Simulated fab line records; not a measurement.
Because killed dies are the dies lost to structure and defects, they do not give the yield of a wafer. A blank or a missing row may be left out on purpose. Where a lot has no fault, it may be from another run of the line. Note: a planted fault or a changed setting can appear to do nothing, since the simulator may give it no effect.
Problem report in the 8D (eight disciplines) form, filled by code ; flow n5-finfet ; the parts of the form that need people (team, actions taken, sign-off) are left out

1. WHAT IS WRONG
At N5_BEOL_M14_ETCH_67, etch-rf-on-time-s averages 150 s over 2 wafers from 2 lots, while fault-free wafers read 240 s, standard deviation 5.6. Measured from the usual mean, that is -16 standard deviations.
The step: etches SiARC in CF4, target depth 143 nm, time 238.3 s.
The first sign was on wafer L524.4 at day 13 09:54, on rie-diel-03. Wafers with a number at this step in the record: 30, from 11 lots. Rule for "out", or "out of limits": more than 4 standard deviations from the usual mean. The other wafers with a number count as sound.

2. WHAT IT IS; WHAT IT IS NOT
question;is;is not
which readings at this step;etch-rf-on-time-s;chamber-pressure-mTorr, drypump-motor-current-A, rf-vpp-V, showerhead-plenum-p-Torr, throttle-valve-pct
which lots;L524, L527;L515, L521, L522, L530, L531, L534, L535, L536, L537
which wafers of those lots;L524.4, L527.4;L524.5, L527.5
read on which tools;rie-diel-03;rie-diel-01, rie-diel-05
when;from day 13 09:54;"up to then (10 sound wafers); but 18 sound wafers of L527, L530, L531, L534, L535, L536, L537 came after"

3. SUSPECTS, AND WHAT RULES EACH OUT
Counting: a tool at a process step up to the reading stays a suspect if it ran every lot that is out. Sound lots after the first of them don't rule it out here, since some wafers of a struck lot are sound.
- rie-diel-03 at N5_BEOL_M14_DESCUM_33 (chemistry O2, time 7.9 s): kept. It ran every lot that is out, first L524 (day 13 09:52); its last sound lot up to then is L522 (day 12 18:53).
- rie-diel-03 at N5_BEOL_M14_ETCH_67 (etches SiARC in CF4, target depth 143 nm, time 238.3 s): kept. It ran every lot that is out, first L524 (day 13 09:54); its last sound lot up to then is L522 (day 12 18:55). Its own readings are out on those wafers: etch-rf-on-time-s.
- Within rie-diel-03 at N5_BEOL_M14_DESCUM_33: the wafers that are out ran in chambers 1, 3; their sound lot-mates ran in chamber 2.
- Within rie-diel-03 at N5_BEOL_M14_ETCH_67: the wafers that are out ran in chambers 1, 3; their sound lot-mates ran in chamber 2.
Left after counting: rie-diel-03 at N5_BEOL_M14_DESCUM_33, rie-diel-03 at N5_BEOL_M14_ETCH_67.

4. THE CAUSE (what the simulator had put in)
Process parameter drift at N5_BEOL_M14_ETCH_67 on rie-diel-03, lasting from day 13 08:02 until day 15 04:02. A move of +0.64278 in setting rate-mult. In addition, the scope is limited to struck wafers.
2 suspects survive the count, and this tool is in that group.

5. SEQUENCE OF EFFECTS, ordered by route
One row per reading whose mean, taken over the struck wafers that have a number, lies over 3 standard deviations from the usual. Readings are gone through only where the record gives a usual standard deviation; hours: the median, over the lots, of the time from a lot's start at the first step in this table giving one to that lot's start at this step; sigmas: the change measured in usual standard deviations.
hours;step;reading;usual;on struck wafers;change;sigmas
0;N5_BEOL_M14_ETCH_67;etch-rf-on-time-s;240 s;150;-90;-16
Here are the process steps it includes:
- N5_BEOL_M14_ETCH_67: etches SiARC in CF4, target depth 143 nm, time 238.3 s.

6. HOW IT WOULD HAVE BEEN CAUGHT EARLIER
The fault began at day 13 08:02; the first out-of-limits reading in this record came at day 13 09:54, 2 hours later.
